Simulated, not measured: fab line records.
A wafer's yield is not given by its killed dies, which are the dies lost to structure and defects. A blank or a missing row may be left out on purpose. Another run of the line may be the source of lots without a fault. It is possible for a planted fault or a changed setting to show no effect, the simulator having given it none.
Which tool did it?	flow nandHarc	Sampling: 13 lots, 38 wafers, 4 of 1159 route steps

WHAT EACH GAUGE READ, for each wafer
Not one reading of a measure or inspect step in the record can be checked against a usual standard deviation.

WHAT TOOL EACH LOT RAN ON (gives the tool, then ch and the chambers of the sampled wafers, and finally the start)
lot	NHARC_A_CHANNEL_HOLE_D1_ETCH_23	NHARC_A_CHANNEL_HOLE_D1_ETCH_25	NHARC_A_CHANNEL_HOLE_D1_ETCH_44	NHARC_A_CHANNEL_FILL_D1_ALD_16
L800	harEtch-02 ch 0,1, day 8 05:02	harEtch-02 ch 0,1, day 8 06:32	rieDiel-06 ch 0,1,2, day 8 08:13	aldHk-03 ch 1,2,3, day 9 03:17
L801	harEtch-01 ch 0, day 8 18:22	harEtch-01 ch 0, day 8 19:49	rieDiel-01 ch 1,2, day 8 21:39	aldHk-01 ch 0,2, day 9 15:05
L811	harEtch-02 ch 0,1, day 11 13:24	harEtch-02 ch 0,1, day 11 14:53	rieDiel-01 ch 1,2,3, day 11 16:36	aldHk-04 ch 0,1,2, day 12 06:00
L813	harEtch-01 ch 0,1, day 11 21:14	harEtch-01 ch 0,1, day 11 22:41	rieDiel-06 ch 0,1,2, day 12 00:31	aldHk-04 ch 1,2, day 12 13:53
L816	harEtch-01 ch 0,1, day 12 05:38	harEtch-01 ch 0,1, day 12 07:06	rieDiel-01 ch 0,1, day 12 08:55	aldHk-04 ch 1,3, day 12 22:16
L815	harEtch-02 ch 0,1, day 12 06:06	harEtch-02 ch 0,1, day 12 07:35	rieDiel-06 ch 0,3, day 12 09:42	aldHk-04 ch 0,1,2, day 12 22:31
L819	harEtch-01 ch 0,1, day 12 11:41	harEtch-01 ch 0,1, day 12 13:13	rieDiel-01 ch 1,2,3, day 12 14:46	aldHk-04 ch 2,3, day 13 04:10
L817	harEtch-02 ch 0,1, day 12 12:08	harEtch-02 ch 0,1, day 12 13:36	rieDiel-06 ch 0,2,3, day 12 15:26	aldHk-03 ch 0,1,2, day 13 04:07
L818	harEtch-01 ch 0,1, day 12 16:01	harEtch-01 ch 0,1, day 12 17:29	rieDiel-03 ch 1,2,3, day 12 19:19	aldHk-04 ch 0,1,2, day 13 08:45
L821	harEtch-01 ch 0,1, day 13 15:08	harEtch-01 ch 0,1, day 13 16:38	rieDiel-06 ch 0,1,2, day 13 18:18	aldHk-01 ch 1,2,3, day 14 07:43
L822	harEtch-02 ch 0,1, day 13 16:14	harEtch-02 ch 0,1, day 13 17:42	rieDiel-01 ch 0,1,2, day 13 19:31	aldHk-01 ch 0,1,2, day 14 07:51
L823	harEtch-02 ch 0, day 13 22:11	harEtch-02 ch 0, day 13 23:41	rieDiel-06 ch 2,3, day 14 01:22	aldHk-01 ch 0,2,3, day 14 16:55
L820	harEtch-02 ch 0,1, day 14 02:21	harEtch-02 ch 0,1, day 14 03:52	rieDiel-03 ch 0,1,3, day 14 05:34	aldHk-01 ch 0,3, day 14 16:45
- NHARC_A_CHANNEL_HOLE_D1_ETCH_23: etches the open film in C4F8/O2/Ar, time 819 s, target depth 1600 nm.
- NHARC_A_CHANNEL_HOLE_D1_ETCH_25: etches the open film in C4F8/O2/Ar, time 1040.2 s, target depth 1500 nm.
- NHARC_A_CHANNEL_HOLE_D1_ETCH_44: etches the open film in CF4/O2, target depth 140 nm, overetch 14 nm, time 77 s.
- NHARC_A_CHANNEL_FILL_D1_ALD_16: deposits SiO2, target thk 1.5 nm, pulse time 10 s, ald cycles 15.

AS READ BY THE TOOLS THEMSELVES (means over the sampled wafers that have a number; for cases with no such wafer, the mark the record gives instead)
NHARC_A_CHANNEL_HOLE_D1_ETCH_23.
lot	tool	drypumpMotorCurrentA (A)	showerheadPlenumPTorr (Torr)	throttleValvePct (%)
L800	harEtch-02	5.82	3.66	32.154
L801	harEtch-01	6.04	3.82	32.144
L811	harEtch-02	5.83	3.64	32.158
L813	harEtch-01	6.32	3.75	32.152
L816	harEtch-01	6.19	3.77	32.152
L815	harEtch-02	5.87	3.61	32.152
L819	harEtch-01	6.17	3.77	32.155
L817	harEtch-02	5.83	3.63	32.167
L818	harEtch-01	6.16	3.77	32.165
L821	harEtch-01	6.33	3.74	32.156
L822	harEtch-02	5.82	3.63	32.146
L823	harEtch-02	5.78	3.65	32.163
L820	harEtch-02	5.88	3.60	32.161

NHARC_A_CHANNEL_HOLE_D1_ETCH_25.
lot	tool	drypumpMotorCurrentA (A)	showerheadPlenumPTorr (Torr)	throttleValvePct (%)
L800	harEtch-02	5.82	3.65	32.239
L801	harEtch-01	5.99	3.82	32.232
L811	harEtch-02	5.82	3.63	32.235
L813	harEtch-01	6.34	3.74	32.243
L816	harEtch-01	6.18	3.76	32.245
L815	harEtch-02	5.87	3.61	32.239
L819	harEtch-01	6.16	3.76	32.241
L817	harEtch-02	5.83	3.63	32.223
L818	harEtch-01	6.18	3.76	32.223
L821	harEtch-01	6.33	3.73	32.234
L822	harEtch-02	5.83	3.62	32.233
L823	harEtch-02	5.77	3.65	32.234
L820	harEtch-02	5.88	3.59	32.236

NHARC_A_CHANNEL_HOLE_D1_ETCH_44.
lot	tool	drypumpMotorCurrentA (A)	oes_f_703_au (a.u.)	oes_o_777_au (a.u.)	oesProductAu (a.u.)	rfVppV (V)	showerheadPlenumPTorr (Torr)	throttleValvePct (%)
L800	rieDiel-06	5.4	1.000	0.996	0.995	198.1	1.36	13.400
L801	rieDiel-01	5.6	0.998	1.002	0.991	197.6	1.33	13.402
L811	rieDiel-01	5.7	0.998	0.998	0.998	197.5	1.33	13.402
L813	rieDiel-06	5.5	0.996	1.005	1.004	198.2	1.36	13.394
L816	rieDiel-01	5.8	1.001	1.000	0.983	198.1	1.37	13.406
L815	rieDiel-06	5.5	0.996	1.002	1.009	198.3	1.36	13.400
L819	rieDiel-01	5.7	1.001	1.000	1.002	197.8	1.33	13.396
L817	rieDiel-06	5.5	1.000	1.002	1.015	198.3	1.37	13.396
L818	rieDiel-03	5.3	0.999	1.003	0.990	198.0	1.34	13.401
L821	rieDiel-06	5.4	1.000	1.000	1.003	198.2	1.36	13.402
L822	rieDiel-01	5.9	0.999	1.001	0.998	197.9	1.37	13.400
L823	rieDiel-06	5.3	1.002	0.998	1.022	198.4	1.38	13.398
L820	rieDiel-03	5.5	0.998	1.000	0.998	198.2	1.36	13.400

NHARC_A_CHANNEL_FILL_D1_ALD_16.
lot	tool	heaterPowerW (W)	precursorPulseHeightRel
L800	aldHk-03	454	0.993
L801	aldHk-01	439	1.009
L811	aldHk-04	512	0.993
L813	aldHk-04	561	1.009
L816	aldHk-04	460	0.982
L815	aldHk-04	512	1.006
L819	aldHk-04	537	1.006
L817	aldHk-03	424	0.984
L818	aldHk-04	511	0.991
L821	aldHk-01	474	1.009
L822	aldHk-01	459	0.997
L823	aldHk-01	443	1.001
L820	aldHk-01	442	1.014

THE ANSWER, worked out from the rows above alone
Rule: usual is defined by the lots themselves. Put in order of their means at a reading, lots are off if they are a third of the lots or fewer, leave a main group of 4 or more, and stand apart from it by a gap of 3 or more times the standard deviation of the main group's means; of several such gaps the widest counts. If all means in a main group match to the digits the tables above print for the reading, that group is not used. Also off: a lot with no number at a reading for which 4 or more lots have one. The other lots that the step has rows for count as sound. Order of review: gauges by route order, followed by the tools' own readings, for which a lot's mean as printed above is used. At the first step where some lot is off, the reading lying furthest off is the one used; lots without a number count as furthest.
Nothing can be told from this: no lot is off at any reading shown.

WHAT THE SIMULATOR HAD INSERTED
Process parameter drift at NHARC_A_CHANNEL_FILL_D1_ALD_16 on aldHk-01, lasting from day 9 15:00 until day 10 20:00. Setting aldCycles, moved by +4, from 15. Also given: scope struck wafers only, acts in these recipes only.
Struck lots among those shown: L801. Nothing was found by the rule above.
